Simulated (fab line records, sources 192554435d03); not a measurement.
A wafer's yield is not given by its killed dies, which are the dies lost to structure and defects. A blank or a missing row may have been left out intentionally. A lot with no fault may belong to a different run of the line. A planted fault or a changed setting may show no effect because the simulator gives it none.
Chamber matching :: flow n5_finfet :: N5_PASSIVATION_DESCUM_46 on rie_diel-05 has 4 sister chambers
The step chemistry O2, time 7.9 s. 4 wafers are shown with their chamber, then 8 later ones without.

== WAFERS PAIRED WITH THEIR CHAMBERS ==
wafer: L083.6
chamber: 1
showerhead_plenum_p_Torr (Torr): 2.15

wafer: L085.4
chamber: 2
showerhead_plenum_p_Torr (Torr): 1.89

wafer: L085.6
chamber: 3
showerhead_plenum_p_Torr (Torr): 2.00

wafer: L089.1
chamber: 0
showerhead_plenum_p_Torr (Torr): 2.12

== WAFERS WITHOUT THEIR CHAMBER ==
wafer: L089.3
showerhead_plenum_p_Torr (Torr): 1.89

wafer: L089.4
showerhead_plenum_p_Torr (Torr): 2.00

wafer: L093.1
showerhead_plenum_p_Torr (Torr): 2.00

wafer: L093.4
showerhead_plenum_p_Torr (Torr): 2.14

wafer: L093.6
showerhead_plenum_p_Torr (Torr): 2.00

wafer: L095.3
showerhead_plenum_p_Torr (Torr): 1.88

wafer: L095.5
showerhead_plenum_p_Torr (Torr): 1.88

wafer: L095.6
showerhead_plenum_p_Torr (Torr): 2.12

== THE CHAMBER EACH PASSED THROUGH ==
wafer: L089.3
from the rows above: 2
in truth: 2

wafer: L089.4
from the rows above: 3
in truth: 3

wafer: L093.1
from the rows above: 3
in truth: 3

wafer: L093.4
from the rows above: can't be placed: 1 or 0
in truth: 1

wafer: L093.6
from the rows above: 3
in truth: 3

wafer: L095.3
from the rows above: 2
in truth: 2

wafer: L095.5
from the rows above: 2
in truth: 2

wafer: L095.6
from the rows above: 0
in truth: 0
Correct placement for 7 of the 8. Can't be placed from these rows: 1 (the true chamber is among the candidates in 1). Wrongly placed: 0.
How it was worked out, from the rows above alone: a wafer's distance from a chamber is the root of the sum, over the readings, of the square of ((its reading less the chamber's mean) divided by the reading's scatter). The wafer belongs to the nearest chamber; if the next one is less than 2 further off, it can't be placed. A chamber's mean is the mean of its shown wafers. The scatter: with one shown wafer a chamber, the root of the mean of the squares of how far each hidden wafer lies from its nearest shown one.
